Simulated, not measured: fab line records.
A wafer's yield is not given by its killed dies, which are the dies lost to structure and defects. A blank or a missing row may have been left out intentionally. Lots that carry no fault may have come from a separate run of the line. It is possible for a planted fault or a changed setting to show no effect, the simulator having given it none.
fab line records ; flow n5_finfet
record lots=7; wafers=21
route steps=1938 shown BEOL_M6@1201 BEOL_M7@1299 BEOL_M8@1359 BEOL_M9@1440 BEOL_M10@1500
start_h: the number of hours between the record's first day and the start of the first shown wafer of the lot ; wait_h: time in hours since the lot's previous step ; " identical to the entry in the row above ; L1.1+2: one row covering several wafers at once ; - value missing, or start not given ; * or withheld: withheld ; < > ~ a bound
route shown NAME@n: a module of which the file shows steps, and the number in the route of the first ; usual: mean/standard deviation taken from wafers without a fault ; same: alike in all rows ; chamber/n: place in a boat ; sites: the reading at each site ; _std_site: standard deviation of those values ; _edge_site: outer sites' mean less inner sites' ; radius_mm: how far each site lies from the wafer's centre ; mask NAME#n: copy n ; behind: tool/chamber where the wafer was last shaped ; hold: why the lot was held/for how many hours/how that ended ; device: whichever transistor did not switch (one of n, p or np) ; end of line: tests of these same wafers at the route's end ; a step without rows: its recipe alone ; killed: the dies lost at the first sort to structure and to defects; this is not the yield of the wafer ; map: the dies of a wafer, with x for killed, . for not killed, _ for no die there
set.NAME: setting as actually run; set.NAME@STEP: the setting as run at that earlier step ; model.NAME: the simulator's own value behind a step, which no gauge read
one table per step and one row per wafer, for lots whose settings were changed on purpose
## steps
# step N5_BEOL_M6_COAT_05
# recipe resist=CAR-ArF; spin_rpm=1500; resist_thk_nm=90
lot.wafer;tool;chamber;start_h;wait_h;set.spin_rpm;model.CAR-ArF_of_BEOL_M6_COAT_05.thk_nm
L074.2;litho_track-04;0;-;-;1430;92
L074.4;litho_track-04;0;-;-;1500;90.2
L074.6;litho_track-04;0;-;-;1500;90
L080.2;litho_track-02;0;-;-;1360;94.8
L080.5;litho_track-02;0;-;-;1500;90.2
L080.6;litho_track-02;0;-;-;1360;94.6
L081.1+5;litho_track-02;0;-;-;1500;89.8
L081.3;litho_track-02;0;-;-;1386;93.6
L084.2;litho_track-02;0;-;-;1368;94.6
L084.3;litho_track-02;0;-;-;1500;90.2
L084.4;litho_track-02;0;-;-;1368;94.4
L085.1;litho_track-02;0;-;-;1500;90.2
L085.2;litho_track-02;0;-;-;1566;88.4
L085.3;litho_track-02;0;-;-;1566;88.2
L089.1;litho_track-02;0;-;-;1500;89.8
L089.4;litho_track-02;0;-;-;1655;85.4
L089.6;litho_track-02;0;-;-;1655;85.6
L094.1;litho_track-02;0;-;-;1500;90.2
L094.2;litho_track-02;0;-;-;1500;89.8
L094.6;litho_track-02;0;-;-;1500;90
# step N5_BEOL_M6_EBR_07
# recipe solvent=PGMEA; ebr_width_mm=1.5
# step N5_BEOL_M6_SOFTBAKE_06
# recipe temp_c=110; time_s=60; resist=CAR-ArF
# step N5_BEOL_M6_DESCUM_16
# recipe chemistry=O2; time_s=7.9; source_power_w=50; bias_power_w=20; pressure_mtorr=20; rf_frequency_hz=2.712e+07; temp_c=40; resist=CAR-ArF; o2_flow_sccm=225
lot.wafer;tool;chamber;start_h;wait_h;set.spin_rpm@BEOL_M6_COAT_05;model.CAR-ArF_of_BEOL_M6_COAT_05.thk_nm
L074.2;rie_diel-03;3;178.04;0.1;1430;85.4
L074.4;rie_diel-03;0;178.04;0.1;1500;83.6
L074.6;rie_diel-03;3;178.04;0.1;1500;83.4
L080.2;rie_diel-04;2;221.28;0.5;1360;88.4
L080.5;rie_diel-04;0;221.28;0.5;1500;83.8
L080.6;rie_diel-04;1;221.28;0.5;1360;88
L081.1+5;rie_diel-04;1,3;237.39;0.1;1500;83.2
L081.3;rie_diel-04;0;237.39;0.1;1386;87
L084.2+4;rie_diel-02;0;253.14;0.1;1368;88
L084.3;rie_diel-02;1;253.14;0.1;1500;83.8
L085.1;rie_diel-04;3;257.50;0.0;1500;83.6
L085.2+3;rie_diel-04;0,2;257.50;0.0;1566;81.8
L089.1;rie_diel-03;1;292.26;0.0;1500;83.2
L089.4;rie_diel-03;0;292.26;0.0;1655;78.8
L089.6;rie_diel-03;0;292.26;0.0;1655;79
L094.1;rie_diel-03;2;314.45;0.3;1500;83.6
L094.2+6;rie_diel-03;1,0;314.45;0.3;1500;83.4
# step N5_BEOL_M6_DESCUM_33
# recipe chemistry=O2; time_s=7; source_power_w=50; bias_power_w=20; pressure_mtorr=20; rf_frequency_hz=2.712e+07; temp_c=40; resist=CAR-EUV; o2_flow_sccm=225
lot.wafer;tool;chamber;start_h;wait_h;set.time_s;model.CAR-EUV_of_BEOL_M6_COAT_22.thk_nm
L074.2+6;rie_diel-02;2,1;180.85;0.0;5.95;26.6
L074.4;rie_diel-02;0;180.85;0.0;7;26
L080.2+5;rie_diel-03;2,1;225.24;0.1;7;26
L080.6;rie_diel-03;0;225.24;0.1;7;25.8
L081.1;rie_diel-02;0;239.74;0.0;5.732;26.8
L081.3+5;rie_diel-02;2;239.74;0.0;7;26
L084.2+4;rie_diel-03;2,3;254.30;0.2;5.816;26.6
L084.3;rie_diel-03;1;254.30;0.2;7;26
L085.1;rie_diel-04;1;260.74;0.3;7;26.2
L085.2;rie_diel-04;0;260.74;0.3;7;26
L085.3;rie_diel-04;2;260.74;0.3;7.537;26
L089.1;rie_diel-02;3;293.80;0.0;5.921;26.6
L089.4+6;rie_diel-02;2,3;293.80;0.0;7;26
L094.1+6;rie_diel-03;3,0;318.17;0.3;7;26
L094.2;rie_diel-03;1;318.17;0.3;7;26.2
# step N5_BEOL_M7_DESCUM_33
# recipe chemistry=O2; time_s=7; source_power_w=50; bias_power_w=20; pressure_mtorr=20; rf_frequency_hz=2.712e+07; temp_c=40; resist=CAR-EUV; o2_flow_sccm=225
lot.wafer;tool;chamber;start_h;wait_h;set.time_s;model.CAR-EUV_of_BEOL_M7_COAT_22.thk_nm
L074.2;rie_diel-06;2;188.46;0.1;5.828;26.6
L074.4+6;rie_diel-06;3,2;188.46;0.1;7;26
L080.2+5;rie_diel-01;3,2;234.73;0.3;5.495;26.8
L080.6;rie_diel-01;1;234.73;0.3;7;26.2
L081.1+5;rie_diel-06;3,2;247.03;0.2;8.309;25.4
L081.3;rie_diel-06;1;247.03;0.2;7;26
L084.2+3;rie_diel-01;1,0;264.99;0.0;7.845;25.6
L084.4;rie_diel-01;2;264.99;0.0;7;26
L085.1+2;rie_diel-06;2,0;270.38;0.0;7;26.2
L085.3;rie_diel-06;1;270.38;0.0;7;26
L089.1+4;rie_diel-01;2,1;301.45;0.0;5.504;27
L089.6;rie_diel-01;0;301.45;0.0;7;26
L094.1+2;rie_diel-01;1,3;326.77;0.0;7;26.2
L094.6;rie_diel-01;1;326.77;0.0;7;26
# step N5_BEOL_M7_ETCH_72
# recipe chemistry=N2/H2; target=underlayer; target_depth_a=65; mask_material=CAR-EUV; time_s=5.2; ion_energy_ev=200; pressure_mtorr=30; source_w=840; bias_w=150; n2_flow_sccm=200; h2_flow_sccm=200; ends=cleared
lot.wafer;tool;chamber;start_h;wait_h;set.time_s@BEOL_M7_DESCUM_33;model.CAR-EUV_of_BEOL_M7_COAT_22.thk_nm
L074.2;rie_diel-06;2;188.49;0.0;5.828;21
L074.4+6;rie_diel-06;3,2;188.49;0.0;7;20.2
L080.2+5;rie_diel-01;3,2;234.77;0.0;5.495;21
L080.6;rie_diel-01;1;234.77;0.0;7;20.4
L081.1+5;rie_diel-06;3,2;247.07;0.0;8.309;19.6
L081.3;rie_diel-06;1;247.07;0.0;7;20.2
L084.2;rie_diel-01;1;265.02;0.0;7.845;19.8
L084.3;rie_diel-01;0;265.02;0.0;7.845;20
L084.4;rie_diel-01;2;265.02;0.0;7;20.2
L085.1+2+3;rie_diel-06;2,0,1;270.42;0.0;7;20.4
L089.1+4;rie_diel-01;2,1;301.49;0.0;5.504;21.2
L089.6;rie_diel-01;0;301.49;0.0;7;20.4
L094.1+2+6;rie_diel-01;1,3,1;326.80;0.0;7;20.4
# step N5_BEOL_M7_ETCH_65
# recipe chemistry=CF4; target=SiARC; target_depth_a=156; mask_material=CAR-EUV; time_s=26; ion_energy_ev=80; pressure_mtorr=40; source_w=545; bias_w=36; Ar_flow_sccm=100; cf4_flow_sccm=100; ends=cleared
lot.wafer;tool;chamber;start_h;wait_h;set.time_s@BEOL_M7_DESCUM_33;model.CAR-EUV_of_BEOL_M7_COAT_22.thk_nm
L074.2;rie_diel-06;2;188.51;0.0;5.828;11.6
L074.4+6;rie_diel-06;3,2;188.51;0.0;7;11
L080.2+5;rie_diel-01;3,2;234.79;0.0;5.495;11.8
L080.6;rie_diel-01;1;234.79;0.0;7;11.2
L081.1+5;rie_diel-06;3,2;247.08;0.0;8.309;10.4
L081.3;rie_diel-06;1;247.08;0.0;7;11
L084.2;rie_diel-01;1;265.04;0.0;7.845;10.6
L084.3;rie_diel-01;0;265.04;0.0;7.845;10.8
L084.4;rie_diel-01;2;265.04;0.0;7;11
L085.1+2+3;rie_diel-06;2,0,1;270.44;0.0;7;11.2
L089.1+4;rie_diel-01;2,1;301.51;0.0;5.504;12
L089.6;rie_diel-01;0;301.51;0.0;7;11.2
L094.1+2+6;rie_diel-01;1,3,1;326.82;0.0;7;11.2
# step N5_BEOL_M7_TRENCH_ETCH_37
# recipe chemistry=C4F6/O2; target_depth_a=934.78; target=SiCOH_lowk; time_s=31.2; ion_energy_ev=250; pressure_mtorr=30; source_w=345; bias_w=185; Ar_flow_sccm=300; C4F6_flow_sccm=10; O2_flow_sccm=10
lot.wafer;tool;chamber;start_h;wait_h;set.time_s;model.BEOL_M7.feature_depth_nm;model.etch.depth_nm
L074.2;rie_diel-06;2;-;-;31.2;89.8;89.75
L074.4;rie_diel-06;3;-;-;31.2;92;92.08
L074.6;rie_diel-06;2;-;-;28.46;82.8;82.79
L080.2;rie_diel-01;3;-;-;26.46;78.4;78.48
L080.5;rie_diel-01;2;-;-;31.2;92.6;92.67
L080.6;rie_diel-01;1;-;-;26.46;82.2;82.29
L081.1;rie_diel-06;3;-;-;34.41;101.8;101.8
L081.3;rie_diel-06;1;-;-;31.2;93;92.97
L081.5;rie_diel-06;2;-;-;31.2;90.2;90.11
L084.2;rie_diel-01;1;-;-;31.2;96;95.93
L084.3;rie_diel-01;0;-;-;31.2;93.6;93.6
L084.4;rie_diel-01;2;-;-;31.2;92.8;92.88
L085.1;rie_diel-06;2;-;-;25.98;75;75.04
L085.2;rie_diel-06;0;-;-;31.2;94.4;94.32
L085.3;rie_diel-06;1;-;-;25.98;77;76.95
L089.1;rie_diel-01;2;-;-;36.55;107.6;107.5
L089.4;rie_diel-01;1;-;-;31.2;96.2;96.22
L089.6;rie_diel-01;0;-;-;36.55;110;110
L094.1;rie_diel-01;1;-;-;31.2;95.4;95.46
L094.2;rie_diel-01;3;-;-;31.2;90.8;90.78
L094.6;rie_diel-01;1;-;-;31.2;95.2;95.21
# step N5_BEOL_M7_ETCH_41
# recipe chemistry=CH3F/O2; target=SiCN; target_depth_a=319; taper_deg=2; time_s=57.8; ion_energy_ev=120; mask_material=TiN; pressure_mtorr=30; source_w=395; bias_w=75; Ar_flow_sccm=150; CH3F_flow_sccm=30; O2_flow_sccm=20
# step N5_BEOL_M7_STRIP_80
# recipe chemistry=N2/H2; time_s=10; power_w=450; temp_c=40; pressure_mtorr=20; rf_frequency_hz=6e+07; bias_power_w=7; n2_flow_sccm=200; h2_flow_sccm=200
# step N5_BEOL_M7_OCD_MEAS_38
# usual trench_depth_nm=92.8/1.8
lot.wafer;tool;chamber;start_h;wait_h;set.time_s@BEOL_M7_TRENCH_ETCH_37;trench_depth_nm
L074.2;ocd-01;-;188.89;-;31.2;90.0
L074.4;ocd-01;-;188.89;-;31.2;91.8
L074.6;ocd-01;-;188.89;-;28.46;82.7
L080.2;ocd-02;-;235.17;-;26.46;78.8
L080.5;ocd-02;-;235.17;-;31.2;92.6
L080.6;ocd-02;-;235.17;-;26.46;82.7
L081.1;ocd-02;-;247.46;-;34.41;101.6
L081.3;ocd-02;-;247.46;-;31.2;92.8
L081.5;ocd-02;-;247.46;-;31.2;90.1
L084.2;ocd-01;-;265.42;-;31.2;96.2
L084.3;ocd-01;-;265.42;-;31.2;93.5
L084.4;ocd-01;-;265.42;-;31.2;92.9
L085.1;ocd-02;-;270.81;-;25.98;74.9
L085.2;ocd-02;-;270.81;-;31.2;94.4
L085.3;ocd-02;-;270.81;-;25.98;76.5
L089.1;ocd-01;-;301.88;-;36.55;107.7
L089.4;ocd-01;-;301.88;-;31.2;96.0
L089.6;ocd-01;-;301.88;-;36.55;110.6
L094.1;ocd-01;-;327.20;-;31.2;95.7
L094.2;ocd-01;-;327.20;-;31.2;90.7
L094.6;ocd-01;-;327.20;-;31.2;95.2
# step N5_BEOL_M7_HM_STRIP_39
# recipe chemistry=peroxide_tin_strip; material=TiN; target_depth_a=250; temp_c=50; time_s=158
# step N5_BEOL_M7_SRD_40
# recipe time_s=30; temp_c=23; rinse_liquid=diw; dry=ipa_marangoni
# step N5_BEOL_M7_ECD_50
# recipe material=Cu; target_thk_a=3000
# step N5_BEOL_M7_ANNEAL_51
# recipe temp_c=225; time_s=90; ambient=N2
# step N5_BEOL_M7_CMP_52
# recipe stop_on=SiCOH_lowk; t_overpolish_s=6.9; down_force_psi=1; platen_rpm=50; clearing_platen_down_force_psi=1.5; clearing_platen_rpm=50; post_cmp_clean=cu_alkaline; target_thk_nm=80; clearing_platen_pad_velocity_m_s=0.99484; pad_velocity_m_s=0.99484
lot.wafer;tool;chamber;start_h;wait_h;set.time_s@BEOL_M7_TRENCH_ETCH_37;model.Cu_of_BEOL_M7_ECD_50.thk_nm
L074.4;cmp-04;3;191.59;0.2;31.2;77.4
L074.2;cmp-04;0;191.59;0.2;31.2;77
L074.6;cmp-04;1;191.59;0.2;28.46;68.4
L080.2;cmp-01;1;238.56;0.3;26.46;65.6
L080.5;cmp-01;2;238.56;0.3;31.2;80.2
L080.6;cmp-01;3;238.56;0.3;26.46;69
L081.3;cmp-01;1;249.79;0.2;31.2;79
L081.1;cmp-01;2;249.79;0.2;34.41;88.2
L081.5;cmp-01;1;249.79;0.2;31.2;76
L084.2;cmp-01;0;269.12;0.2;31.2;84.4
L084.4;cmp-01;2;269.12;0.2;31.2;81.4
L084.3;cmp-01;3;269.12;0.2;31.2;80.8
L085.2;cmp-01;0;274.01;0.2;31.2;82.4
L085.1;cmp-01;1;274.01;0.2;25.98;64.2
L085.3;cmp-01;3;274.01;0.2;25.98;63.6
L089.1;cmp-03;3;304.77;0.3;36.55;94.2
L089.4;cmp-03;2;304.77;0.3;31.2;83
L089.6;cmp-03;0;304.77;0.3;36.55;97
L094.2;cmp-04;3;329.50;0.2;31.2;76.4
L094.1;cmp-04;0;329.50;0.2;31.2;82.8
L094.6;cmp-04;3;329.50;0.2;31.2;81.6
# step N5_BEOL_M7_THK_MEAS_53
# recipe thk_meas_gauge=xrf; reads=Cu_of_BEOL_M7_ECD_50
# usual M7_THK=78.8/2.2
lot.wafer;tool;chamber;start_h;wait_h;set.time_s@BEOL_M7_TRENCH_ETCH_37;M7_THK[nm]
L074.2;film_metro-01;-;191.80;-;31.2;75.8
L074.4;film_metro-01;-;191.80;-;31.2;76.7
L074.6;film_metro-01;-;191.80;-;28.46;67.6
L080.2;film_metro-02;-;238.74;-;26.46;64.9
L080.5;film_metro-02;-;238.74;-;31.2;78.8
L080.6;film_metro-02;-;238.74;-;26.46;68.4
L081.1;film_metro-01;-;250.08;-;34.41;86.6
L081.3;film_metro-01;-;250.08;-;31.2;77.8
L081.5;film_metro-01;-;250.08;-;31.2;74.6
L084.2;film_metro-02;-;269.42;-;31.2;84.2
L084.3;film_metro-02;-;269.42;-;31.2;80.7
L084.4;film_metro-02;-;269.42;-;31.2;80.8
L085.1;film_metro-02;-;274.30;-;25.98;63.7
L085.2;film_metro-02;-;274.30;-;31.2;82.2
L085.3;film_metro-02;-;274.30;-;25.98;63.6
L089.1;film_metro-02;-;305.06;-;36.55;93.2
L089.4;film_metro-02;-;305.06;-;31.2;82.2
L089.6;film_metro-02;-;305.06;-;36.55;96.4
L094.1;film_metro-02;-;329.76;-;31.2;81.7
L094.2;film_metro-02;-;329.76;-;31.2;75.6
L094.6;film_metro-02;-;329.76;-;31.2;80.8
# step N5_BEOL_M7_PRE_CLEAN_55
# recipe gas=NH3; time_s=15; temp_c=withheld; rf_power_w=300
# step N5_BEOL_M7_DEP_56
# recipe material=SiCN; target_thk_a=100; temp_c=withheld; precursor=3MS/NH3; pressure_torr=3; rf_w=202; time_s=17.5
# step N5_BEOL_M7_RS_MEAS_57
# recipe thk_meas_gauge=four-point-probe; reads=Cu_of_BEOL_M7_ECD_50+Co_of_BEOL_M7_CVD_78+TaN_of_BEOL_M7_ALD_77
# usual M7_RS=0.289/0.0088
lot.wafer;tool;chamber;start_h;wait_h;set.time_s@BEOL_M7_TRENCH_ETCH_37;M7_RS[ohm/sq]
L074.2;film_metro-02;-;191.97;0.1;31.2;0.298
L074.4;film_metro-02;-;191.97;0.1;31.2;0.297
L074.6;film_metro-02;-;191.97;0.1;28.46;0.345
L080.2;film_metro-02;-;238.87;0.1;26.46;0.361
L080.5;film_metro-02;-;238.87;0.1;31.2;0.285
L080.6;film_metro-02;-;238.87;0.1;26.46;0.341
L081.1;film_metro-02;-;250.21;0.1;34.41;0.256
L081.3;film_metro-02;-;250.21;0.1;31.2;0.290
L081.5;film_metro-02;-;250.21;0.1;31.2;0.304
L084.2;film_metro-01;-;269.55;0.1;31.2;0.269
L084.3;film_metro-01;-;269.55;0.1;31.2;0.283
L084.4;film_metro-01;-;269.55;0.1;31.2;0.280
L085.1;film_metro-02;-;274.43;0.1;25.98;0.372
L085.2;film_metro-02;-;274.43;0.1;31.2;0.276
L085.3;film_metro-02;-;274.43;0.1;25.98;0.377
L089.1;film_metro-02;-;305.21;0.1;36.55;0.236
L089.4;film_metro-02;-;305.21;0.1;31.2;0.274
L089.6;film_metro-02;-;305.21;0.1;36.55;0.228
L094.1;film_metro-02;-;329.89;0.1;31.2;0.275
L094.2;film_metro-02;-;329.89;0.1;31.2;0.302
L094.6;film_metro-02;-;329.89;0.1;31.2;0.279
# step N5_BEOL_M8_COAT_22
# recipe resist=CAR-EUV; spin_rpm=1500; resist_thk_nm=30
lot.wafer;tool;chamber;start_h;wait_h;set.spin_rpm;model.CAR-EUV_of_BEOL_M8_COAT_22.thk_nm
L074.2+4+6;litho_track-04;0;-;-;1500;30
L080.2;litho_track-03;0;-;-;1569;29.4
L080.5+6;litho_track-03;0;-;-;1500;30
L081.1+3+5;litho_track-04;0;-;-;1500;30
L084.2+3;litho_track-01;0;-;-;1500;30
L084.4;litho_track-01;0;-;-;1397;31.2
L085.1;litho_track-03;0;-;-;1500;30
L085.2+3;litho_track-03;0;-;-;1334;31.8
L089.1;litho_track-04;0;-;-;1385;31.2
L089.4+6;litho_track-04;0;-;-;1500;29.8
L094.1+2+6;litho_track-04;0;-;-;1500;30
# step N5_BEOL_M8_EBR_24
# recipe solvent=PGMEA; ebr_width_mm=1.5
# step N5_BEOL_M8_SOFTBAKE_23
# recipe temp_c=110; time_s=60; resist=CAR-EUV
# step N5_BEOL_M8_EXPOSE_25
# recipe mask_id=V7; na=0.33; source_shape=annular; sigma_inner=0.4; sigma_outer=0.8; polarization=unpolarized; target_cd_nm=40; dose_mj=42.5
# step N5_BEOL_M8_PEB_26
# recipe peb_temp_c=100; peb_time_s=60; resist=CAR-EUV
# step N5_BEOL_M8_DEVELOP_27
# recipe develop_time_s=30; developer=TMAH; resist=CAR-EUV; rinse_liquid=surfactant_rinse; dry=air_spin; dev_temp_c=23
lot.wafer;tool;chamber;start_h;wait_h;set.spin_rpm@BEOL_M8_COAT_22;model.CAR-EUV_of_BEOL_M8_COAT_22.thk_nm
L074.2+4+6;litho_track-03;0;-;-;1500;29.6
L080.2;litho_track-01;0;-;-;1569;28.8
L080.5;litho_track-01;0;-;-;1500;29.4
L080.6;litho_track-01;0;-;-;1500;29.6
L081.1;litho_track-04;0;-;-;1500;29.4
L081.3+5;litho_track-04;0;-;-;1500;29.6
L084.2+3;litho_track-01;0;-;-;1500;29.6
L084.4;litho_track-01;0;-;-;1397;30.6
L085.1;litho_track-03;0;-;-;1500;29.6
L085.2+3;litho_track-03;0;-;-;1334;31.4
L089.1;litho_track-03;0;-;-;1385;30.6
L089.4+6;litho_track-03;0;-;-;1500;29.4
L094.1+6;litho_track-04;0;-;-;1500;29.6
L094.2;litho_track-04;0;-;-;1500;29.4
# step N5_BEOL_M9_ETCH_66
# recipe chemistry=N2/H2; target=SOC; target_depth_a=800; overetch_a=160; mask_material=SiARC; temp_c=40; time_s=120; ion_energy_ev=200; pressure_mtorr=30; source_w=840; bias_w=150; n2_flow_sccm=200; h2_flow_sccm=200
lot.wafer;tool;chamber;start_h;wait_h;set.time_s;model.SiARC_of_BEOL_M9_COAT_64.thk_nm
L074.2;rie_diel-06;1;206.58;0.1;120;6.4
L074.4+6;rie_diel-06;1;206.58;0.1;109.1;6.8
L080.2;rie_diel-05;2;247.50;0.0;120;6.2
L080.5;rie_diel-05;0;247.50;0.0;99.18;7.4
L080.6;rie_diel-05;1;247.50;0.0;120;6.4
L081.1;rie_diel-06;2;263.51;0.0;120;6.8
L081.3;rie_diel-06;0;263.51;0.0;120;6.6
L081.5;rie_diel-06;0;263.51;0.0;146.2;5.4
L084.2;rie_diel-06;2;282.12;0.0;136.5;6
L084.3;rie_diel-06;0;282.12;0.0;136.5;5.8
L084.4;rie_diel-06;3;282.12;0.0;120;6.4
L085.1;rie_diel-01;0;289.59;0.0;105.5;7.2
L085.2+3;rie_diel-01;2,3;289.59;0.0;120;6.6
L089.1;rie_diel-06;0;317.28;0.0;138.4;5.8
L089.4;rie_diel-06;0;317.28;0.0;120;6.6
L089.6;rie_diel-06;2;317.28;0.0;138.4;6
L094.1;rie_diel-06;2;341.33;0.0;120;6.8
L094.2;rie_diel-06;1;341.33;0.0;120;6.4
L094.6;rie_diel-06;0;341.33;0.0;120;6.6
# step N5_BEOL_M10_PEB_26
# recipe peb_temp_c=withheld; peb_time_s=60; resist=CAR-ArF
lot.wafer;tool;chamber;start_h;wait_h;set.peb_time_s
L074.2+4+6;litho_track-04;0;214.54;0.1;60
L080.2+5;litho_track-04;0;253.88;0.1;72.06
L080.6;litho_track-04;0;253.88;0.1;60
L081.1+3+5;litho_track-04;0;272.47;0.1;60
L084.2+3+4;litho_track-05;0;291.62;0.1;60
L085.1+2;litho_track-04;0;297.79;0.1;73.09
L085.3;litho_track-04;0;297.79;0.1;60
L089.1+4;litho_track-04;0;326.56;0.1;54.59
L089.6;litho_track-04;0;326.56;0.1;60
L094.1+2+6;litho_track-04;0;353.43;0.1;60
# step N5_BEOL_M10_DEVELOP_27
# recipe develop_time_s=30; developer=TMAH; resist=CAR-ArF; rinse_liquid=diw; dry=air_spin; dev_temp_c=23
# step N5_BEOL_M10_CD_MEAS_28
# recipe target_cd_nm=70; landing_energy_ev=500; detector=se_inlens; polarity=opening
# usual cd_nm=69.2/0.95
lot.wafer;tool;chamber;start_h;wait_h;set.peb_time_s@BEOL_M10_PEB_26;cd_nm
L074.2;cd_sem-03;0;214.61;-;60;70.5
L074.4;cd_sem-03;0;214.61;-;60;69.3
L074.6;cd_sem-03;0;214.61;-;60;69.6
L080.2;cd_sem-03;0;253.95;-;72.06;76.5
L080.5;cd_sem-03;0;253.95;-;72.06;76.4
L080.6;cd_sem-03;0;253.95;-;60;68.6
L081.1;cd_sem-01;0;272.54;-;60;69.7
L081.3;cd_sem-01;0;272.54;-;60;70.7
L081.5;cd_sem-01;0;272.54;-;60;70.3
L084.2;cd_sem-01;0;291.69;-;60;68.6
L084.3;cd_sem-01;0;291.69;-;60;68.0
L084.4;cd_sem-01;0;291.69;-;60;68.0
L085.1;cd_sem-02;0;297.86;-;73.09;79.0
L085.2;cd_sem-02;0;297.86;-;73.09;78.0
L085.3;cd_sem-02;0;297.86;-;60;69.6
L089.1;cd_sem-03;0;326.62;-;54.59;65.0
L089.4;cd_sem-03;0;326.62;-;54.59;64.5
L089.6;cd_sem-03;0;326.62;-;60;69.3
L094.1;cd_sem-02;0;353.49;-;60;69.9
L094.2;cd_sem-02;0;353.49;-;60;68.6
L094.6;cd_sem-02;0;353.49;-;60;70.6
## key
split step=N5_BEOL_M6_COAT_05; setting=spin_rpm; stated=1500; by=wafer
response step=N5_BEOL_M6_COAT_05; reading=model.CAR-ArF_of_BEOL_M6_COAT_05.thk_nm; change=-0.46; per=1%; r=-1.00
response step=N5_BEOL_M6_DESCUM_16; reading=model.CAR-ArF_of_BEOL_M6_COAT_05.thk_nm; change=-0.454; per=1%; r=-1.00
split step=N5_BEOL_M6_DESCUM_33; setting=time_s; stated=7; by=wafer
response step=N5_BEOL_M6_DESCUM_33; reading=model.CAR-EUV_of_BEOL_M6_COAT_22.thk_nm; change=-0.0384; per=1%; r=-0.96
split step=N5_BEOL_M7_DESCUM_33; setting=time_s; stated=7; by=wafer
response step=N5_BEOL_M7_DESCUM_33; reading=model.CAR-EUV_of_BEOL_M7_COAT_22.thk_nm; change=-0.0356; per=1%; r=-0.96
response step=N5_BEOL_M7_ETCH_72; reading=model.CAR-EUV_of_BEOL_M7_COAT_22.thk_nm; change=-0.0344; per=1%; r=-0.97
response step=N5_BEOL_M7_ETCH_65; reading=model.CAR-EUV_of_BEOL_M7_COAT_22.thk_nm; change=-0.0324; per=1%; r=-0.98
split step=N5_BEOL_M7_TRENCH_ETCH_37; setting=time_s; stated=31.2; by=wafer
response step=N5_BEOL_M7_TRENCH_ETCH_37; reading=model.BEOL_M7.feature_depth_nm; change=+0.898; per=1%; r=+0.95
response step=N5_BEOL_M7_TRENCH_ETCH_37; reading=model.etch.depth_nm; change=+0.896; per=1%; r=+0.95
response step=N5_BEOL_M7_OCD_MEAS_38; reading=trench_depth_nm; change=+0.908; per=1%; r=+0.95
response step=N5_BEOL_M7_CMP_52; reading=model.Cu_of_BEOL_M7_ECD_50.thk_nm; change=+0.92; per=1%; r=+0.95
response step=N5_BEOL_M7_THK_MEAS_53; reading=M7_THK; change=+0.906; per=1%; r=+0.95
response step=N5_BEOL_M7_RS_MEAS_57; reading=M7_RS; change=-0.00425; per=1%; r=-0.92
split step=N5_BEOL_M8_COAT_22; setting=spin_rpm; stated=1500; by=wafer
response step=N5_BEOL_M8_COAT_22; reading=model.CAR-EUV_of_BEOL_M8_COAT_22.thk_nm; change=-0.167; per=1%; r=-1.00
response step=N5_BEOL_M8_DEVELOP_27; reading=model.CAR-EUV_of_BEOL_M8_COAT_22.thk_nm; change=-0.157; per=1%; r=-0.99
split step=N5_BEOL_M9_ETCH_66; setting=time_s; stated=120; by=wafer
response step=N5_BEOL_M9_ETCH_66; reading=model.SiARC_of_BEOL_M9_COAT_64.thk_nm; change=-0.0531; per=1%; r=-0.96
split step=N5_BEOL_M10_PEB_26; setting=peb_time_s; stated=60; by=wafer
response step=N5_BEOL_M10_CD_MEAS_28; reading=cd_nm; change=+0.408; per=1%; r=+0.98
